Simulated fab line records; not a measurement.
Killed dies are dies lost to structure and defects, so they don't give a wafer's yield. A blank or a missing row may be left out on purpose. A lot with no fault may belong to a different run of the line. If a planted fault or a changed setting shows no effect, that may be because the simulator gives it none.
Matching of chambers    flow nand_harc    NHARC_A_STAIRCASE_DEP_151 on pecvd-03: 3 sister chambers
The step deposits SiO2, target thk 3800 nm. 3 wafers are shown with their chamber, then 10 later ones without.

WAFERS, EACH WITH ITS CHAMBER
wafer   chamber  heater_power_w (W)
L089.5  0        627
L095.1  1        788
L095.2  2        759

WAFERS WITHOUT THEIR CHAMBER
wafer   heater_power_w (W)
L095.4  647
L093.4  653
L093.5  606
L093.6  667
L096.3  644
L096.5  633
L096.6  638
L097.1  611
L097.2  657
L097.6  653

THE CHAMBER EACH PASSED THROUGH
wafer    from the rows above   in truth
L095.4   0                     0
L093.4   0                     0
L093.5   0                     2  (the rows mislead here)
L093.6   0                     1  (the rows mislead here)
L096.3   0                     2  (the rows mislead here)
L096.5   0                     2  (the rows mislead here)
L096.6   0                     0
L097.1   0                     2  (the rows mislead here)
L097.2   0                     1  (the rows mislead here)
L097.6   0                     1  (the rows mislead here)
Correct placement for 3 of the 10. Can't be placed from these rows: 0. 7 placed wrongly.
How it was worked out, from the rows above alone: a wafer's distance from a chamber is the root of the sum, over the readings, of the square of ((its reading less the chamber's mean) divided by the reading's scatter). The wafer belongs to the nearest chamber; if the next one is less than 2 further off, it can't be placed. For every chamber, the mean is computed from those of its wafers that are shown. The scatter: with one shown wafer a chamber, the root of the mean of the squares of how far each hidden wafer lies from its nearest shown one.
